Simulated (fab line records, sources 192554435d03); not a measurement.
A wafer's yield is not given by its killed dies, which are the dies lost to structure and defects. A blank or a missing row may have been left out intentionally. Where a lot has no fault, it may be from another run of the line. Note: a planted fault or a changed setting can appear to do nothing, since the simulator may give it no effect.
fab line records	flow n5_finfet	part 1 of 2: steps 1 to 4 of 6
record: lots: 22	wafers: 66	last_day: 19
route steps=1938 shown PMOS_HMC_CHANNEL_EPI@71 FIN_SAQP@99 FIN_CUT@177 STI_FIN_REVEAL@183
lots that met no fault: taken from a fault-free run of the same line
start_h: the number of hours between the record's first day and the start of the first shown wafer of the lot	wait_h: hours since the lot's step before	" the same as in the row above	L1.1+2: several wafers, shown together as one row	- either no value or no given start	* or withheld: withheld	< > ~ a bound
route shown NAME@n: NAME is a module with steps in the file, n the number in the route of the first one	usual: mean/standard deviation taken from wafers without a fault	same: alike in all rows	chamber/n: place in a boat	sites: readings site by site	_std_site: how widely they spread, as a standard deviation	_edge_site: the outer-site mean with the inner-site mean subtracted	radius_mm: for every site, how far away it sits from the centre of the wafer	mask NAME#n: copy n	behind: the tool/chamber that last shaped the wafer	hold: why the lot went on hold/how many hours it stayed there/how the hold came to an end	device: which transistor (n, p or np) failed to switch	end of line: at the end of the route, the tests of the same wafers	where a step has no rows: the recipe by itself	killed: not the wafer's yield, but the dies lost to structure and defects at the first sort	map: per-die view of a wafer (x killed, . not killed, _ where there is no die)
set.NAME: the setting that was run; set.NAME@STEP: the one run at that earlier step	model.NAME: the simulator's own value behind a step, which no gauge read
the route's steps for a sample of lots (tables are steps, rows are wafers)
services: the hour from which a tool's chamber was out of use, counted from the record's first day as start_h (under 0 if before that day), plus the number of hours and why
== steps ==
step: N5_PMOS_HMC_CHANNEL_EPI_STRIP_33
recipe: chemistry: N2/H2	power_w: 500	temp_c: 40	pressure_mtorr: 50	rf_frequency_hz: 6e+07	overash_fraction: 0.3	bias_power_w: 8	h2_frac: 0.5	n2_flow_sccm: 300	h2_flow_sccm: 300
usual: drypump_motor_current_A: 5.9/0.53	h2_flow_sccm: 300.1/0.85	oes_product_au: 0.75/0.079	rf_vpp_V: 54.3/1.7	showerhead_plenum_p_Torr: 3.35/0.099	throttle_valve_pct: 18.92/0.26
lot.wafer	tool	chamber	start_h	wait_h	drypump_motor_current_A	h2_flow_sccm	oes_product_au	rf_hours_counter_h	rf_vpp_V	showerhead_plenum_p_Torr	throttle_valve_pct
L074.2	rie_diel-01	0	17.97	0.0	6.5	300.8	0.89	46	55.4	3.42	18.68
L074.3	"	2	"	"	5.7	299.1	0.67	248	55.7	3.47	19.12
L074.6	"	0	"	"	6.5	299.4	0.88	-	54.4	3.42	18.70
L075.1	rie_diel-02	0	24.09	0.0	5.6	300.8	0.70	227	54.2	3.31	18.86
L075.2	"	1	"	"	5.2	300.3	0.73	168	52.6	3.22	19.03
L075.5	"	3	"	"	6.2	300.3	0.71	-	52.1	3.23	19.30
L076.2	rie_diel-01	3	29.80	0.0	5.4	300.4	0.72	204	53.7	3.31	18.43
L076.5	"	2	"	"	5.7	298.5	0.67	-	55.1	3.47	19.13
L076.6	"	3	"	"	5.4	300.6	0.71	-	55.6	3.31	18.46
L077.1	rie_diel-02	1	36.17	0.0	5.2	299.3	0.74	171	55.8	3.22	19.05
L077.5	"	3	"	"	6.2	300.4	0.70	-	52.9	3.23	19.27
L077.6	"	0	"	"	5.6	299.6	0.70	-	54.2	3.31	18.86
L078.1	rie_diel-03	0	41.87	0.0	4.9	300.0	0.83	95	55.9	3.38	18.69
L078.3	"	1	"	"	6.0	299.8	0.77	131	57.2	3.50	19.28
L078.6	"	1	"	"	6.1	300.5	0.77	-	51.9	3.50	19.29
L079.3	rie_diel-02	1	48.51	0.0	5.2	300.9	0.74	174	51.9	3.21	19.07
L079.4	"	0	"	"	5.7	300.2	0.70	233	53.7	3.30	18.84
L079.6	"	2	"	"	6.5	300.0	0.70	-	55.4	3.32	19.04
L080.3	rie_diel-03	3	53.80	0.0	6.7	299.9	0.68	233	57.3	3.45	18.70
L080.4	"	1	"	"	6.0	298.9	0.75	134	55.2	3.50	19.26
L080.5	"	1	"	"	6.0	300.5	0.75	-	56.3	3.50	19.29
L081.2	rie_diel-03	2	59.75	0.0	5.8	299.5	0.78	107	55.0	3.39	18.80
L081.4	"	1	"	"	6.0	299.5	0.76	135	52.7	3.50	19.27
L081.5	"	1	"	"	6.1	299.6	0.76	-	54.1	3.50	19.28
L082.1	rie_diel-02	3	65.71	0.0	6.2	299.3	0.71	181	54.2	3.22	19.28
L082.2	"	1	"	"	5.2	300.5	0.73	178	54.4	3.21	19.10
L082.5	"	1	"	"	5.2	299.7	0.73	-	55.0	3.21	19.05
L083.3	rie_diel-03	3	71.50	0.0	6.7	300.2	0.69	239	54.6	3.44	18.70
L083.5	"	3	"	"	6.7	299.4	0.68	-	56.7	3.44	18.68
L083.6	"	2	"	"	5.8	301.2	0.78	-	52.3	3.39	18.82
L084.2	rie_diel-01	2	77.13	0.0	5.7	300.3	0.95	4	57.4	3.47	18.72
L084.4	"	2	"	"	5.7	299.8	0.95	-	55.8	3.46	18.72
L084.6	"	0	"	"	6.4	300.1	0.86	-	54.0	3.40	18.74
L085.3	rie_diel-01	0	83.30	0.0	6.5	298.2	0.86	70	52.9	3.40	18.76
L085.4	"	3	"	"	5.4	300.8	0.70	-	53.1	3.30	18.47
L085.5	"	2	"	"	5.7	301.1	0.93	-	52.3	3.46	18.72
L086.3	rie_diel-03	0	89.43	0.0	4.9	300.4	0.82	108	55.8	3.37	18.67
L086.4	"	3	"	"	6.7	301.5	0.68	244	54.0	3.44	18.75
L086.6	"	3	"	"	6.7	301.3	0.68	-	56.1	3.44	18.71
L088.1	rie_diel-03	3	101.24	0.0	6.7	300.4	0.68	248	58.5	3.44	18.72
L088.4	"	2	"	"	5.8	299.3	0.77	119	50.5	3.38	18.83
L088.6	"	2	"	"	5.8	299.5	0.78	-	55.4	3.38	18.85
L089.1	rie_diel-03	2	108.06	0.0	5.8	298.4	0.77	122	53.3	3.38	18.83
L089.2	"	3	"	"	6.7	302.0	0.68	250	53.8	3.44	18.71
L089.3	"	1	"	"	6.1	300.9	0.76	149	56.7	3.49	19.31
L090.3	rie_diel-02	1	113.73	0.0	5.2	301.1	0.72	195	53.5	3.20	19.08
L090.4	"	3	"	"	6.2	301.1	0.69	-	50.8	3.21	19.31
L090.6	"	2	"	"	6.4	300.8	0.68	-	52.4	3.30	19.07
L091.2	rie_diel-02	2	120.33	0.0	6.4	301.4	0.67	239	52.2	3.30	19.09
L091.4	"	1	"	"	5.2	300.6	0.71	-	52.3	3.20	19.07
L091.6	"	3	"	"	6.2	300.4	0.70	-	53.2	3.21	19.31
L092.4	rie_diel-02	2	125.76	0.0	6.4	299.5	0.68	-	54.2	3.30	19.08
L092.5	"	1	"	"	5.2	300.3	0.72	-	56.1	3.20	19.07
L092.6	"	3	"	"	6.2	298.9	0.70	-	55.7	3.21	19.31
L093.1	rie_diel-02	1	131.55	0.0	5.2	301.4	0.71	202	54.3	3.20	19.10
L093.5	"	3	"	"	6.2	300.3	0.69	-	56.3	3.21	19.35
L093.6	"	0	"	"	5.6	299.3	0.98	-	55.1	3.29	18.51
L095.2	rie_diel-02	3	143.21	0.0	6.2	300.0	0.68	209	53.6	3.21	19.33
L095.3	"	2	"	"	6.5	298.8	0.67	248	57.2	3.30	19.11
L095.4	"	0	"	"	5.6	300.8	0.98	5	54.2	3.29	18.52
L096.1	rie_diel-03	2	150.05	0.0	5.8	299.3	0.74	136	55.2	3.38	18.87
L096.3	"	0	"	"	4.9	301.4	0.81	127	51.7	3.36	18.75
L096.5	"	1	"	"	6.0	301.1	0.73	-	55.2	3.49	19.28
L097.1	rie_diel-01	0	157.46	0.0	6.4	300.3	0.83	94	54.6	3.39	18.75
L097.2	"	2	"	"	5.7	299.1	0.87	31	51.8	3.45	18.77
L097.3	"	3	"	"	5.4	300.6	0.68	247	51.7	3.29	18.51
step: N5_FIN_SAQP_PECVD_48
recipe: material: SiNx	target_thk_a: 250	temp_c: 400	precursor: SiH4/NH3/N2	pressure_torr: 1.5	rf_w: 300	time_s: 22.1
usual: heater_power_w: 803/100	showerhead_plenum_p_Torr: 5.16/0.076	throttle_valve_pct: 40.3/1.9
lot.wafer	tool	chamber	start_h	wait_h	heater_power_w	showerhead_plenum_p_Torr	throttle_valve_pct
L074.2	pecvd-01	1	21.77	0.0	895	5.20	39.9
L074.3	"	2	"	"	728	5.20	38.2
L074.6	"	2	"	"	736	5.20	38.2
L075.1	pecvd-01	0	28.50	0.0	750	5.05	40.2
L075.2	"	1	"	"	887	5.21	39.8
L075.5	"	0	"	"	757	5.05	40.5
L076.2	pecvd-04	0	33.70	0.0	925	5.00	44.5
L076.5	"	1	"	"	882	5.23	41.7
L076.6	"	0	"	"	940	5.02	44.8
L077.1	pecvd-03	1	39.63	0.0	808	5.18	38.5
L077.5	"	1	"	"	831	5.18	38.9
L077.6	"	0	"	"	646	5.18	38.8
L078.1	pecvd-01	0	45.81	0.0	762	5.06	40.5
L078.3	"	1	"	"	849	5.19	39.9
L078.6	"	2	"	"	735	5.21	38.4
L079.3	pecvd-01	0	53.11	0.0	746	5.06	40.7
L079.4	"	1	"	"	842	5.20	39.8
L079.6	"	0	"	"	747	5.06	40.7
L080.3	pecvd-01	1	57.23	0.0	816	5.21	39.7
L080.4	"	0	"	"	779	5.06	40.7
L080.5	"	1	"	"	825	5.20	39.9
L081.2	pecvd-04	0	63.57	0.0	908	4.99	44.4
L081.4	"	2	"	"	765	5.20	38.3
L081.5	"	0	"	"	928	5.00	44.6
L082.1	pecvd-04	2	69.05	0.0	803	5.20	38.7
L082.2	"	1	"	"	810	5.23	41.8
L082.5	"	0	"	"	1005	5.00	44.8
L083.3	pecvd-04	2	75.47	0.0	873	5.19	38.5
L083.5	"	2	"	"	848	5.17	38.4
L083.6	"	0	"	"	991	5.01	44.7
L084.2	pecvd-01	1	80.44	0.0	830	5.21	39.7
L084.4	"	2	"	"	657	5.21	38.5
L084.6	"	0	"	"	822	5.06	40.5
L085.3	pecvd-01	0	86.68	0.0	908	5.05	40.8
L085.4	"	1	"	"	757	5.20	39.8
L085.5	"	2	"	"	707	5.20	38.6
L086.3	pecvd-01	0	92.74	0.0	807	5.06	40.6
L086.4	"	1	"	"	856	5.19	39.9
L086.6	"	2	"	"	672	5.22	38.6
L088.1	pecvd-04	0	104.57	0.0	886	5.00	44.6
L088.4	"	1	"	"	810	5.23	41.7
L088.6	"	0	"	"	893	5.01	44.6
L089.1	pecvd-03	1	111.50	0.0	871	5.18	38.7
L089.2	"	0	"	"	542	5.18	39.0
L089.3	"	2	"	"	752	5.23	40.7
L090.3	pecvd-04	0	117.83	0.0	976	5.01	44.7
L090.4	"	0	"	"	950	4.99	44.6
L090.6	"	1	"	"	917	5.22	42.0
L091.2	pecvd-03	0	123.81	0.0	673	5.18	39.2
L091.4	"	2	"	"	708	5.22	40.5
L091.6	"	0	"	"	650	5.20	39.1
L092.4	pecvd-03	0	129.51	0.0	634	5.19	38.9
L092.5	"	1	"	"	835	5.17	38.7
L092.6	"	2	"	"	783	5.23	40.6
L093.1	pecvd-04	0	135.38	0.0	954	5.00	44.7
L093.5	"	0	"	"	966	5.00	44.7
L093.6	"	2	"	"	869	5.19	38.6
L095.2	pecvd-03	0	146.82	0.0	667	5.18	38.9
L095.3	"	1	"	"	858	5.18	38.6
L095.4	"	0	"	"	669	5.17	38.8
L096.1	pecvd-03	0	153.78	0.0	592	5.17	38.8
L096.3	"	2	"	"	780	5.23	40.6
L096.5	"	2	"	"	810	5.22	40.7
L097.1	pecvd-04	2	161.03	0.0	779	5.19	38.7
L097.2	"	1	"	"	876	5.23	41.6
L097.3	"	2	"	"	785	5.19	38.8
step: N5_FIN_SAQP_DESCUM_21
recipe: chemistry: O2	time_s: 7.9	source_power_w: 50	bias_power_w: 20	pressure_mtorr: 20	rf_frequency_hz: 2.712e+07	temp_c: 40	resist: CAR-ArF	o2_flow_sccm: 225
usual: drypump_motor_current_A: 5.6/0.49	oes_product_au: 0.78/0.075	rf_vpp_V: 243.2/1.4	showerhead_plenum_p_Torr: 2.10/0.082	throttle_valve_pct: 20.44/0.27
lot.wafer	tool	chamber	start_h	wait_h	drypump_motor_current_A	oes_product_au	rf_hours_counter_h	rf_vpp_V	showerhead_plenum_p_Torr	throttle_valve_pct
L074.2	rie_diel-06	3	22.50	0.0	6.0	0.84	65	245.3	2.24	20.63
L074.3	"	2	"	"	4.9	0.70	183	243.9	2.09	20.13
L074.6	"	1	"	"	5.8	0.81	-	242.4	2.03	20.42
L075.1	rie_diel-05	2	29.11	0.1	5.2	0.70	236	240.6	1.97	20.28
L075.2	"	3	"	"	5.6	0.73	169	243.8	2.17	20.71
L075.5	"	3	"	"	5.6	0.73	-	244.8	2.18	20.69
L076.2	rie_diel-05	2	34.41	0.0	5.2	0.70	238	240.7	1.97	20.26
L076.5	"	3	"	"	5.5	0.73	-	244.3	2.18	20.72
L076.6	"	0	"	"	6.4	0.80	-	242.4	2.01	20.27
L077.1	rie_diel-04	2	40.34	0.0	5.8	0.84	41	244.6	2.14	20.52
L077.5	"	0	"	"	4.7	0.91	-	244.5	2.12	20.05
L077.6	"	1	"	"	5.9	0.75	-	245.2	2.18	20.07
L078.1	rie_diel-06	1	46.52	0.0	5.8	0.80	94	241.7	2.03	20.43
L078.3	"	2	"	"	4.9	0.71	191	244.5	2.09	20.13
L078.6	"	1	"	"	5.7	0.81	-	242.1	2.03	20.41
L079.3	rie_diel-05	2	53.82	0.0	5.2	0.69	243	241.1	1.97	20.27
L079.4	"	1	"	"	5.1	0.72	201	243.6	2.18	20.82
L079.6	"	0	"	"	6.4	0.80	-	242.7	2.01	20.29
L080.3	rie_diel-05	3	57.97	0.0	5.5	0.72	178	245.0	2.17	20.72
L080.4	"	0	"	"	6.4	0.79	121	241.2	2.01	20.30
L080.5	"	3	"	"	5.5	0.71	-	243.2	2.17	20.71
L081.2	rie_diel-05	2	64.29	0.2	5.2	0.68	247	241.5	1.96	20.27
L081.4	"	0	"	"	6.4	0.79	123	243.3	2.01	20.28
L081.5	"	2	"	"	5.2	0.69	-	240.5	1.96	20.29
L082.1	rie_diel-04	2	69.92	0.3	5.8	0.84	50	242.7	2.14	20.51
L082.2	"	0	"	"	4.8	0.89	36	242.7	2.12	20.08
L082.5	"	3	"	"	5.8	0.81	-	240.1	2.01	20.51
L083.3	rie_diel-05	1	76.06	0.0	5.1	0.72	208	243.4	2.18	20.82
L083.5	"	0	"	"	6.4	0.79	-	243.3	2.01	20.30
L083.6	"	1	"	"	5.1	0.72	-	244.1	2.18	20.82
L084.2	rie_diel-04	0	81.19	0.1	4.8	0.88	41	242.9	2.12	20.09
L084.4	"	1	"	"	5.9	0.76	142	243.5	2.17	20.09
L084.6	"	0	"	"	4.8	0.88	-	243.2	2.12	20.10
L085.3	rie_diel-04	2	87.39	0.0	5.8	0.83	58	244.1	2.13	20.53
L085.4	"	0	"	"	4.8	0.87	44	242.8	2.12	20.09
L085.5	"	3	"	"	5.7	0.80	-	242.2	2.01	20.52
L086.3	rie_diel-04	1	93.32	0.0	5.9	0.75	147	244.6	2.17	20.09
L086.4	"	0	"	"	4.7	0.87	46	242.4	2.12	20.10
L086.6	"	1	"	"	5.9	0.75	-	242.8	2.17	20.09
L088.1	rie_diel-06	2	105.82	0.6	5.0	0.70	213	242.6	2.08	20.15
L088.4	"	0	"	"	5.8	1.02	3	245.0	2.22	20.28
L088.6	"	2	"	"	5.0	0.71	-	241.4	2.08	20.17
L089.1	rie_diel-06	0	112.08	0.0	5.8	0.98	5	244.2	2.22	20.27
L089.2	"	1	"	"	5.8	0.79	119	240.8	2.02	20.45
L089.3	"	3	"	"	6.0	0.80	98	244.5	2.22	20.70
L090.3	rie_diel-05	0	118.68	0.3	6.4	0.76	146	240.9	2.00	20.32
L090.4	"	3	"	"	5.6	0.69	-	245.1	2.16	20.75
L090.6	"	0	"	"	6.5	0.76	-	241.6	2.00	20.31
L091.2	rie_diel-04	0	125.44	0.0	4.8	0.86	58	243.4	2.11	20.12
L091.4	"	1	"	"	5.9	0.75	156	243.6	2.17	20.12
L091.6	"	1	"	"	5.9	0.74	-	243.8	2.17	20.12
L092.4	rie_diel-05	1	130.34	0.2	5.1	0.70	234	244.6	2.17	20.88
L092.5	"	3	"	"	5.5	0.69	-	244.7	2.16	20.76
L092.6	"	0	"	"	6.4	0.76	-	243.4	2.00	20.34
L093.1	rie_diel-05	2	137.02	0.0	5.2	0.99	3	246.0	2.22	19.93
L093.5	"	3	"	"	5.6	0.68	-	245.1	2.16	20.77
L093.6	"	0	"	"	6.4	0.77	-	242.9	2.00	20.36
L095.2	rie_diel-04	1	147.71	0.3	6.0	0.74	163	244.3	2.16	20.12
L095.3	"	3	"	"	5.7	0.77	143	241.5	2.00	20.57
L095.4	"	0	"	"	4.7	0.85	65	243.1	2.11	20.14
L096.1	rie_diel-05	3	154.65	0.0	5.5	0.69	216	242.8	2.16	20.77
L096.3	"	1	"	"	5.1	0.70	242	245.5	2.16	20.90
L096.5	"	2	"	"	5.2	0.95	-	244.4	2.22	19.96
L097.1	rie_diel-06	2	161.78	0.0	5.0	0.68	232	242.7	2.08	20.19
L097.2	"	1	"	"	5.8	0.78	136	241.9	2.01	20.48
L097.3	"	3	"	"	6.0	0.80	114	244.7	2.22	20.72
step: N5_FIN_CUT_CUT_ETCH_28
recipe: chemistry: HBr/Cl2/O2	target: Si	target_depth_a: 60	mask_material: SOC	time_s: 2.4	ion_energy_ev: *	bias_w: *	pressure_mtorr: 10	icp_w: 800	HBr_flow_sccm: 150	Cl2_flow_sccm: 80	O2_flow_sccm: 12
usual: drypump_motor_current_A: 5.8/0.47	oes_product_au: 1.000/0.014	throttle_valve_pct: 37.17/0.28
lot.wafer	tool	chamber	start_h	wait_h	drypump_motor_current_A	oes_product_au	rf_hours_counter_h	throttle_valve_pct
L074.2	rie_si-02	2	28.32	0.0	6.5	0.983	21	37.32
L074.3	"	1	"	"	5.1	0.989	92	37.73
L074.6	"	3	"	"	5.9	1.003	-	37.21
L075.1	rie_si-02	0	34.75	0.0	5.7	1.007	73	37.22
L075.2	"	2	"	"	6.5	0.974	22	37.32
L075.5	"	3	"	"	5.9	1.004	-	37.21
L076.2	rie_si-03	3	40.59	0.0	6.4	0.987	80	37.38
L076.5	"	3	"	"	6.3	0.989	-	37.39
L076.6	"	2	"	"	6.1	0.993	-	37.05
L077.1	rie_si-02	3	46.02	0.0	5.9	1.001	148	37.20
L077.5	"	0	"	"	5.7	0.998	-	37.22
L077.6	"	3	"	"	5.9	1.007	-	37.21
L078.1	rie_si-03	1	51.92	0.0	5.2	0.994	69	36.97
L078.3	"	0	"	"	6.4	1.015	188	37.31
L078.6	"	2	"	"	6.1	0.991	-	37.06
L079.3	rie_si-02	1	59.24	0.0	5.1	0.999	92	37.73
L079.4	"	0	"	"	5.7	1.000	73	37.20
L079.6	"	2	"	"	6.5	0.983	-	37.34
L080.3	rie_si-03	0	63.43	0.0	6.4	1.005	188	37.32
L080.4	"	3	"	"	6.3	0.992	80	37.39
L080.5	"	2	"	"	6.1	0.996	-	37.04
L081.2	rie_si-03	0	69.66	0.0	6.4	1.012	189	37.32
L081.4	"	3	"	"	6.3	0.994	80	37.37
L081.5	"	0	"	"	6.4	1.013	-	37.35
L082.1	rie_si-03	2	76.70	0.0	6.1	0.994	12	37.04
L082.2	"	1	"	"	5.2	0.999	69	36.97
L082.5	"	0	"	"	6.4	1.015	-	37.30
L083.3	rie_si-06	0	81.38	0.0	5.6	0.989	77	36.58
L083.5	"	2	"	"	5.5	1.031	-	36.79
L083.6	"	1	"	"	5.5	1.005	-	37.42
L084.2	rie_si-03	2	87.54	0.0	6.1	0.990	13	37.04
L084.4	"	3	"	"	6.3	0.994	81	37.38
L084.6	"	2	"	"	6.1	0.994	-	37.06
L085.3	rie_si-06	3	93.89	0.0	5.2	0.991	75	37.07
L085.4	"	1	"	"	5.5	1.016	70	37.41
L085.5	"	0	"	"	5.6	0.992	-	36.57
L086.3	rie_si-06	3	99.51	0.0	5.2	0.983	75	37.07
L086.4	"	2	"	"	5.5	1.027	54	36.80
L086.6	"	2	"	"	5.4	1.038	-	36.79
L088.1	rie_si-06	2	112.37	0.0	5.5	1.025	54	36.81
L088.4	"	0	"	"	5.5	0.986	77	36.59
L088.6	"	3	"	"	5.2	0.987	-	37.08
L089.1	rie_si-06	1	117.73	0.0	5.4	1.002	71	37.43
L089.2	"	2	"	"	5.4	1.038	54	36.78
L089.3	"	3	"	"	5.2	0.990	75	37.06
L090.3	rie_si-03	3	125.48	0.0	6.3	0.984	81	37.38
L090.4	"	2	"	"	6.1	0.990	13	37.05
L090.6	"	3	"	"	6.3	0.988	-	37.39
L091.2	rie_si-02	3	131.00	0.0	5.9	1.001	149	37.21
L091.4	"	1	"	"	5.1	0.996	94	37.73
L091.6	"	3	"	"	5.9	1.008	-	37.20
L092.4	rie_si-03	2	136.80	0.0	6.1	0.997	13	37.03
L092.5	"	0	"	"	6.4	1.011	-	37.30
L092.6	"	3	"	"	6.3	0.990	-	37.39
L093.1	rie_si-02	2	142.98	0.0	6.5	0.983	23	37.33
L093.5	"	1	"	"	5.1	0.998	-	37.73
L093.6	"	0	"	"	5.7	0.999	-	37.21
L095.2	rie_si-06	0	153.35	0.0	5.5	0.991	78	36.58
L095.3	"	2	"	"	5.5	1.034	55	36.79
L095.4	"	0	"	"	5.5	0.981	-	36.59
L096.1	rie_si-02	1	159.91	0.0	5.1	0.992	94	37.74
L096.3	"	3	"	"	5.8	1.010	150	37.19
L096.5	"	1	"	"	5.1	1.003	-	37.72
L097.1	rie_si-03	0	168.57	0.0	6.4	1.008	190	37.33
L097.2	"	2	"	"	6.1	0.988	14	37.05
L097.3	"	3	"	"	6.3	0.994	82	37.39
